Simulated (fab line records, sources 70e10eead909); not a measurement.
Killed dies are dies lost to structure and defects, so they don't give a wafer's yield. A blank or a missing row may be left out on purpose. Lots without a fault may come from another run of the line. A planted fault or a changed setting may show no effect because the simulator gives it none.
fab line records | flow nand_harc
record lots=5 wafers=15 last_day=32
route steps=1302 shown P_M2@338 P_BONDPAD@351 END@1302
lots that met no fault: from a run of the same line without faults
start_h: hours from the record's first day to the start of the lot's first wafer shown | wait_h: hours since the lot's step before | " the same as in the row above | L1.1+2: a row that stands for several wafers | - no value, or no start given | * or withheld: withheld | < > ~ a bound
route shown NAME@n: a module of which the file shows steps, and the number in the route of the first | usual: mean/standard deviation of fault-free wafers | same: alike in all rows | chamber/n: place in a boat | sites: the reading at each site | _std_site: their standard deviation | _edge_site: outer sites' mean less inner sites' | radius_mm: how far each site lies from the wafer's centre | mask NAME#n: copy n | behind: the tool/chamber that last shaped the wafer | hold: why the lot was held/for how many hours/how that ended | device: the transistor (n, p or np) that didn't switch | end of line: the same wafers' tests at the end of the route | a step without rows: its recipe alone | killed: dies lost to structure and defects at the first sort, not the wafer's yield | map: a wafer's dies, x killed, . not, _ none there
set.NAME: the setting as run; set.NAME@STEP: as run at that earlier step | model.NAME: the simulator's own value behind a step, which no gauge read
lots at some steps of the route; a table a step, a row a wafer
services: from which hour (start_h, from the record's first day; less than 0 if before it) a tool's chamber was out of use, for how many hours, and why
## steps
# step NHARC_P_M2_DEGAS_29
# recipe temp_c=250 time_s=60
# step NHARC_P_M2_PRE_CLEAN_30
# recipe time_s=30 temp_c=280 gas=H2/He
# step NHARC_P_M2_PVD_20
# recipe target_thk_a=50 bias_v=168.6 power_w=15000 chamber_pressure_pa=0.12 time_s=8.06 substrate_temp_c=50 material=TaN
# step NHARC_P_M2_PVD_21
# recipe target_thk_a=300 chamber_pressure_pa=5 power_w=5000 substrate_temp_c=30 time_s=20.49 material=Cu
# step NHARC_P_M2_ECD_22
# recipe target_thk_a=4000 bath_temp_c=25 material=Cu
# step NHARC_P_M2_ANNEAL_31
# recipe temp_c=225 time_s=90
# step NHARC_P_M2_CMP_23
# recipe t_overpolish_s=20 target_thk_nm=144.3
# step NHARC_P_M2_SRD_25
# step NHARC_P_M2_PRE_CLEAN_32
# recipe time_s=12 temp_c=370 rf_power_w=300 gas=NH3
# step NHARC_P_M2_DEP_33
# recipe target_thk_a=300 temp_c=370 target_thk_nm=30 pressure_torr=3 flow_sccm=200 rf_w=450 material=SiCN
# usual heater_power_w=579/95 showerhead_vpp_V=1296/47
# columns lot.wafer tool chamber start_h wait_h heater_power_w showerhead_vpp_V
L108.2 pecvd-01 0 217.83 0.1 513 1304
L108.3 " 2 " " 492 1307
L108.4 " 2 " " 489 1317
L109.1 pecvd-01 1 238.25 0.1 566 1327
L109.4 " 1 " " 550 1343
L109.6 " 2 " " 549 1317
L111.6 pecvd-01 1 252.62 0.2 538 1336
L111.4 " 2 " " 496 1290
L111.5 " 0 " " 519 1312
L118.2 pecvd-03 0 329.94 0.1 580 1303
L118.3 " 2 " " 592 1349
L118.4 " 1 " " 602 1278
L119.2 pecvd-01 1 341.15 0.1 545 1308
L119.3 " 2 " " 435 1311
L119.5 " 1 " " 550 1290
# step NHARC_P_BONDPAD_DEP_00
# recipe target_thk_a=2500 temp_c=370 target_thk_nm=250 pressure_torr=3 flow_sccm=200 rf_w=450 material=SiCN
# step NHARC_P_BONDPAD_CMP_32
# recipe target_thk_nm=200 material=SiCN
# step NHARC_P_BONDPAD_SRD_34
# step NHARC_P_BONDPAD_DEHYDRATE_01
# recipe temp_c=150 time_s=120
# step NHARC_P_BONDPAD_HMDS_02
# recipe time_s=30
# step NHARC_P_BONDPAD_COAT_36
# recipe temp_c=200 time_s=65
# step NHARC_P_BONDPAD_COAT_03
# recipe spin_rpm=2000 resist_thk_nm=600
# step NHARC_P_BONDPAD_SOFTBAKE_04
# recipe temp_c=125 time_s=70
# step NHARC_P_BONDPAD_EBR_05
# step NHARC_P_BONDPAD_EXPOSE_06
# recipe na=0.55 dose_mj=37.06 mask_id=P_BPAD
# step NHARC_P_BONDPAD_PEB_07
# recipe peb_temp_c=128 peb_time_s=80
# step NHARC_P_BONDPAD_DEVELOP_08
# recipe time_s=50 dev_temp_c=22
# step NHARC_P_BONDPAD_HARDBAKE_10
# recipe temp_c=118 time_s=65
# step NHARC_P_BONDPAD_DESCUM_11
# recipe time_s=3 o2_flow_sccm=200 ar_flow_sccm=0 bias_power_w=0 chemistry=O2
# step NHARC_P_BONDPAD_ETCH_37
# recipe target_depth_a=600 overetch_a=180 time_s=65.91 ion_energy_ev=200 n2_flow_sccm=150 h2_flow_sccm=150 ar_flow_sccm=0 rf_w=400 bias_w=150 chemistry=N2/H2
# step NHARC_P_BONDPAD_ETCH_12
# recipe target_depth_a=2000 time_s=100 chf3_flow_sccm=50 o2_flow_sccm=10 ar_flow_sccm=200 rf_w=500 bias_w=200 chemistry=CHF3/O2
# step NHARC_P_BONDPAD_STRIP_15
# recipe o2_flow_sccm=500 ar_flow_sccm=0 bias_w=0 chemistry=O2
# step NHARC_P_BONDPAD_ETCH_24
# recipe target_depth_a=300 over_etch_frac=0.3 time_s=72.99 ion_energy_ev=150 cf4_flow_sccm=50 n2_flow_sccm=100 ar_flow_sccm=150 rf_w=300 bias_w=100 chemistry=CF4/N2
# step NHARC_P_BONDPAD_STRIP_16
# recipe time_s=600 temp_c=30 chemistry=post_etch_residue_remover
# step NHARC_P_BONDPAD_DEGAS_25
# recipe temp_c=300 time_s=60
# step NHARC_P_BONDPAD_PRE_CLEAN_26
# recipe time_s=30 temp_c=280 gas=H2/He
# step NHARC_P_BONDPAD_PVD_17
# recipe target_thk_a=50 bias_v=168.6 power_w=15000 chamber_pressure_pa=0.12 time_s=8.06 substrate_temp_c=50 material=TaN
# step NHARC_P_BONDPAD_PVD_27
# recipe target_thk_a=300 chamber_pressure_pa=5 power_w=5000 substrate_temp_c=30 time_s=20.49 material=Cu
# step NHARC_P_BONDPAD_ECD_18
# recipe target_thk_a=4000 bath_temp_c=25 material=Cu
# step NHARC_P_BONDPAD_ANNEAL_28
# recipe temp_c=225 time_s=90
# step NHARC_END_SORT_01
# recipe temp_c=25
# usual defect_limited_yield=92.5/2.3 killed_at_array=46/15 killed_at_other=0.8/1.1 killed_at_periphery=4.0/2.9 killed_dies=50/15 killed_open=3.2/1.8 killed_short=2.3/1.6 sort_bin_2_pct=2.7/1 sort_bin_3_pct=0.5/0.32 sort_bin_4_pct=4.2/1.3 sort_n_pass=627/15 sort_rim_yield_pct=87/4.7 sort_yield_pct=92.5/2.3
# same gross_dies=677 sort_bin_5_pct[%]=0 sort_bin_6_pct[%]=0 sort_bin_7_pct[%]=0 sort_bin_8_pct[%]=0 sort_rim_n_gross=106.00
# columns lot.wafer tool chamber start_h wait_h defect_limited_yield[%] killed_at_array killed_at_other killed_at_periphery killed_dies killed_open killed_short sort_bin_2_pct[%] sort_bin_3_pct[%] sort_bin_4_pct[%] sort_n_pass sort_rim_yield_pct[%] sort_yield_pct[%]
L108.2 prober-02 0 650.95 2.8 89.1 46 0 28 74 3 0 4.9 1.8 4.3 603 79 89.1
L108.3 prober-02 0 651.74 3.1 85.8 56 1 39 96 5 0 5.5 1.9 6.8 581 74 85.8
L108.4 prober-02 0 652.52 3.4 86.6 62 3 26 91 2 4 6.6 2.4 4.4 586 75 86.6
L111.4 prober-01 0 677.66 3.4 91.9 27 0 28 55 2 2 2.8 1.6 3.7 622 81 91.9
L111.5 prober-01 0 678.46 3.7 93.4 27 0 18 45 3 0 2.5 1.3 2.8 632 85 93.4
L111.6 prober-01 0 679.25 4.0 81.8 30 0 93 123 0 0 7.7 5.2 5.3 554 92 81.8
L109.1 prober-01 0 683.04 2.5 79.6 34 0 104 138 2 2 7.2 5.9 7.2 539 91 79.6
L109.4 prober-01 0 685.50 3.5 80.2 34 1 99 134 7 1 8.0 6.1 5.8 543 89 80.2
L109.6 prober-01 0 687.13 4.1 89.7 32 0 38 70 6 5 3.8 1.9 4.6 607 80 89.7
L118.2 prober-01 0 770.56 2.8 91.1 56 1 3 60 1 5 2.5 0.4 5.9 617 89 91.1
L118.3 prober-01 0 771.37 3.1 90.4 64 0 1 65 2 3 2.8 1.0 5.8 612 85 90.4
L118.4 prober-01 0 772.18 3.4 91.7 53 2 1 56 3 2 3.1 0.6 4.6 621 87 91.7
# killed by level:class
L108.2 P_M2:unspecified=21 A_CHANNEL_HOLE_D1:chamber_film_flake=17 A_SLIT:chamber_film_flake=16 A_CHANNEL_HOLE_D2:chamber_film_flake=6 P_CONTACT:chamber_film_flake=5 A_CONTACT:chamber_film_flake=4 P_CONTACT:geometric_particle:open=1 A_CHANNEL_HOLE_D1:geometric_particle:open=1
L108.3 P_M2:unspecified=27 A_CHANNEL_HOLE_D1:chamber_film_flake=22 A_SLIT:chamber_film_flake=14 P_CONTACT:chamber_film_flake=10 A_CHANNEL_HOLE_D2:chamber_film_flake=6 A_CONTACT:chamber_film_flake=3 A_DECK1_JOINT:chamber_film_flake=2 A_WL_FILL:chamber_film_flake=2
L108.4 A_SLIT:chamber_film_flake=28 P_M2:unspecified=22 A_CHANNEL_HOLE_D1:chamber_film_flake=20 A_CONTACT:chamber_film_flake=5 A_CHANNEL_HOLE_D2:chamber_film_flake=3 THIN_TSV:chamber_film_flake=3 P_CONTACT:chamber_film_flake=2 P_CONTACT:geometric_particle:open=1
L111.4 P_M2:unspecified=26 A_CHANNEL_HOLE_D2:chamber_film_flake=11 A_CHANNEL_HOLE_D1:chamber_film_flake=5 A_CONTACT:chamber_film_flake=4 A_ONON_D2:geometric_particle:short=2 A_WL_FILL:chamber_film_flake=2 P_GATE:geometric_particle:open=1 A_ONON_D1:geometric_particle:open=1
L111.5 P_M2:unspecified=17 A_CONTACT:chamber_film_flake=7 A_BLC:chamber_film_flake=7 A_CHANNEL_HOLE_D2:chamber_film_flake=4 A_CHANNEL_HOLE_D1:chamber_film_flake=4 A_ONON_D1:geometric_particle:open=1 A_CHANNEL_FILL_D1:geometric_particle:open=1 A_M0:geometric_particle:open=1
L111.6 P_M2:unspecified=93 A_CHANNEL_HOLE_D2:chamber_film_flake=16 A_CHANNEL_HOLE_D1:chamber_film_flake=5 A_BLC:chamber_film_flake=3 A_DECK1_JOINT:chamber_film_flake=2 A_CONTACT:chamber_film_flake=2 A_WL_FILL:chamber_film_flake=1 A_STAIRCASE:chamber_film_flake=1
L109.1 P_M2:unspecified=102 A_CHANNEL_HOLE_D1:chamber_film_flake=21 A_CONTACT:chamber_film_flake=4 A_SLIT:chamber_film_flake=2 P_CONTACT:geometric_particle:open=1 A_ONON_D1:geometric_particle:open=1 A_ONON_D1:geometric_particle:short=1 A_DECK1_JOINT:geometric_particle:short=1
L109.4 P_M2:unspecified=97 A_CHANNEL_HOLE_D1:chamber_film_flake=24 A_CONTACT:geometric_particle:open=2 A_CONTACT:chamber_film_flake=2 P_M0:geometric_particle:open=1 A_SOURCE_PLATE:geometric_particle:open=1 A_ONON_D2:geometric_particle:open=1 A_WL_FILL:geometric_particle:open=1
L109.6 P_M2:unspecified=34 A_CHANNEL_HOLE_D1:chamber_film_flake=15 A_CONTACT:chamber_film_flake=7 P_M0:geometric_particle:open=3 A_ONON_D2:geometric_particle:short=2 A_WL_FILL:geometric_particle:short=2 A_ONON_D2:geometric_particle:open=1 A_CHANNEL_FILL_D2:geometric_particle:open=1
L118.2 A_CHANNEL_HOLE_D1:chamber_film_flake=16 A_CHANNEL_HOLE_D2:chamber_film_flake=16 A_CONTACT:chamber_film_flake=12 A_SLIT:chamber_film_flake=5 P_GATE:chamber_film_flake=2 A_STAIRCASE:chamber_film_flake=2 P_CONTACT:geometric_particle:short=1 A_ONON_D1:geometric_particle:short=1
L118.3 A_CHANNEL_HOLE_D2:chamber_film_flake=26 A_CONTACT:chamber_film_flake=11 A_CHANNEL_HOLE_D1:chamber_film_flake=6 A_STAIRCASE:chamber_film_flake=6 A_SLIT:chamber_film_flake=5 A_WL_FILL:chamber_film_flake=3 A_CHANNEL_FILL_D2:geometric_particle:short=2 A_CHANNEL_FILL_D2:chamber_film_flake=2
L118.4 A_CHANNEL_HOLE_D2:chamber_film_flake=25 A_CONTACT:chamber_film_flake=10 A_CHANNEL_HOLE_D1:chamber_film_flake=7 A_STAIRCASE:chamber_film_flake=2 A_SLIT:chamber_film_flake=2 THIN_TSV:chamber_film_flake=2 A_CHANNEL_HOLE_D2:geometric_particle:short=1 A_STAIRCASE:geometric_particle:short=1
# map L108.3 (x killed, . not)
____________.____________
_________......._________
_______..........._______
______.........x...______
_____..............._____
____.................____
____..x.x...........x____
___...........x.......___
___....x...........xxx___
__...................xx__
__.....x...........x.xx__
_..................xxxx._
_.........x.........xx.x_
_...........x.......xxxx_
_...................x.x._
_.................x..x.._
.......................x.
.........................
.........................
.........................
....x...xx.....x........x
_..............x...x...._
_......................._
_....x..............x..._
_....................x.x_
_.....x..............x.x_
__.....x............xxx__
__.........x.........xx__
___.x...............xx___
___.....x........xxxxx___
____........x....xxxx____
____...........xxxxxx____
_____........xxxxxxx_____
______......xxx.xxx______
_______.....xx.xxx_______
_________....xxx_________
____________x____________
# map L109.1 (x killed, . not)
____________.____________
_________......._________
_______..........._______
______.............______
_____..............._____
____.................____
____.............x...____
___................x.x___
___......x.........xx.___
__............x..xxx.xx__
__.............x.xx.xx.__
_............xxxxxxxxxxx_
_.............xxxxxxxxxx_
_...........xxxxxxxxxxxx_
_............xxxxxxxx.x._
_...x.......xxxxxxxxxxxx_
.............xxxxxxxx....
............xxxxxxxxx....
.............xxxxxxxx.x..
.............xxxxxxxx....
..............xxxxxxxx...
_.............xxx.xx...._
_............x..xxxx...._
_x...............x..x..._
_...............x..x...._
_......................._
__.....................__
__............x........__
___.........x.........___
___...............x...___
____.................____
____....xx...........____
_____..............._____
______.....x.......______
_______......x...._______
_________..x..x._________
____________.____________
## services
# columns tool chamber start_h hours kind
pecvd-03 0 198.00 - clean
pecvd-03 1 198.00 - clean
pecvd-03 2 198.00 - clean
pecvd-01 0 206.99 4.3 repair
pecvd-03 0 295.15 8.5 repair
pecvd-01 - 316.85 13.0 pm
pecvd-01 0 316.85 13.0 vent_cycle
pecvd-01 1 316.85 13.0 vent_cycle
pecvd-01 2 316.85 13.0 vent_cycle
pecvd-01 0 329.85 - clean
pecvd-01 1 329.85 - clean
pecvd-01 2 329.85 - clean
## key
first_sign step=NHARC_END_SORT_01 reading=killed_at_periphery direction=up sigmas=17 usual=4.0 struck=52.6
effect step=NHARC_END_SORT_01 reading=defect_limited_yield direction=down sigmas=2.7 usual=92.5 struck=86.4 wafers_moved=5
more_kills_born_at NHARC_P_M2_DEP_33@pecvd-01=439
met_at NHARC_P_M2_DEP_33
struck_wafers L108.2,L108.3,L108.4,L109.1,L109.4,L109.6,L111.4,L111.5,L111.6
fault kind=chamber_particle_source tool=pecvd-01 chamber=- onset_h=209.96 steps=NHARC_P_M2_DEP_33 rate_per_visit_cm2=1.7649 end_h=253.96
